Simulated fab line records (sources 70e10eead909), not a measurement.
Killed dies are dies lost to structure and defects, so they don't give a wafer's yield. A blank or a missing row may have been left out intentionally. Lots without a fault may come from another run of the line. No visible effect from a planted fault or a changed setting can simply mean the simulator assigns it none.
Which tool was responsible? + flow nandHarc + 18 wafers from 6 lots sampled at 5 of the route's 1302 steps

WHAT THE GAUGES SHOWED, per wafer
NHARC_END_SORT_01.
| lot  | measured     | on        | killedAtArray |
|------|--------------|-----------|---------------|
| L343 | day 30 17:22 | prober-01 | 138 171 170   |
| L345 | day 31 21:11 | prober-01 | 154 104 105   |

TOOL THAT RAN EACH LOT (tool first, then ch and the chambers of the sampled wafers, then the start)
| lot  | NHARC_A_STAIRCASE_ETCH_194        | NHARC_THIN_TSV_DESCUM_14          | NHARC_THIN_TSV_PRE_CLEAN_50            | NHARC_THIN_TSV_PVD_51                  |
|------|-----------------------------------|-----------------------------------|----------------------------------------|----------------------------------------|
| L330 | rieDiel-01 ch 0,2,3, day 16 04:11 | rieDiel-13 ch 0,2,3, day 23 23:25 | pvdSputter-02, no start                | pvdSputter-02, no start                |
| L332 | rieDiel-10 ch 0,1,3, day 16 23:52 | rieDiel-13 ch 1,2,3, day 24 17:54 | pvdSputter-02, no start                | pvdSputter-02, no start                |
| L334 | rieDiel-10 ch 0,3, day 17 16:13   | rieDiel-13 ch 0,2,3, day 25 10:41 | pvdSputter-03, no start                | pvdSputter-03, no start                |
| L343 | rieDiel-10 ch 0,1,2, day 22 02:32 | rieDiel-09 ch 0,1,2, day 30 02:29 | pvdSputter-02, day 30 17:22 or earlier | pvdSputter-02, day 30 17:22 or earlier |
| L345 | rieDiel-10 ch 1,3, day 22 23:54   | rieDiel-09 ch 0,2, day 31 06:28   | pvdSputter-01, day 31 21:11 or earlier | pvdSputter-01, day 31 21:11 or earlier |
| L350 | rieDiel-05 ch 1,2,3, day 24 06:38 | rieDiel-09 ch 0,2,3, day 32 02:44 | pvdSputter-02, no start                | pvdSputter-02, no start                |
- NHARC_A_STAIRCASE_ETCH_194: etches the open film in C4F8/O2, target depth 100 nm, time 40.5 s.
- NHARC_THIN_TSV_DESCUM_14: chemistry O2, time 3 s.
- NHARC_THIN_TSV_PRE_CLEAN_50: time 30 s.
- NHARC_THIN_TSV_PVD_51: deposits Cu, target thk 100 nm.

THE ANSWER, worked out from the rows above alone
Rule: what is usual is taken from the lots themselves. The widest of any qualifying gaps counts: lots, ordered by their means at a reading, are off when they make up no more than a third of the lots, leave a main group of 4 or more, and stand apart from it by 3 or more times the standard deviation of that group's means. If all means in a main group match to the digits the tables above print for the reading, that group is not used. A lot without any number at a reading at which 4 lots or more have one is off too. All remaining lots with rows at the step are treated as sound.
Nothing can be told from this: no lot is off at any reading shown.

WHAT THE SIMULATOR PUT IN
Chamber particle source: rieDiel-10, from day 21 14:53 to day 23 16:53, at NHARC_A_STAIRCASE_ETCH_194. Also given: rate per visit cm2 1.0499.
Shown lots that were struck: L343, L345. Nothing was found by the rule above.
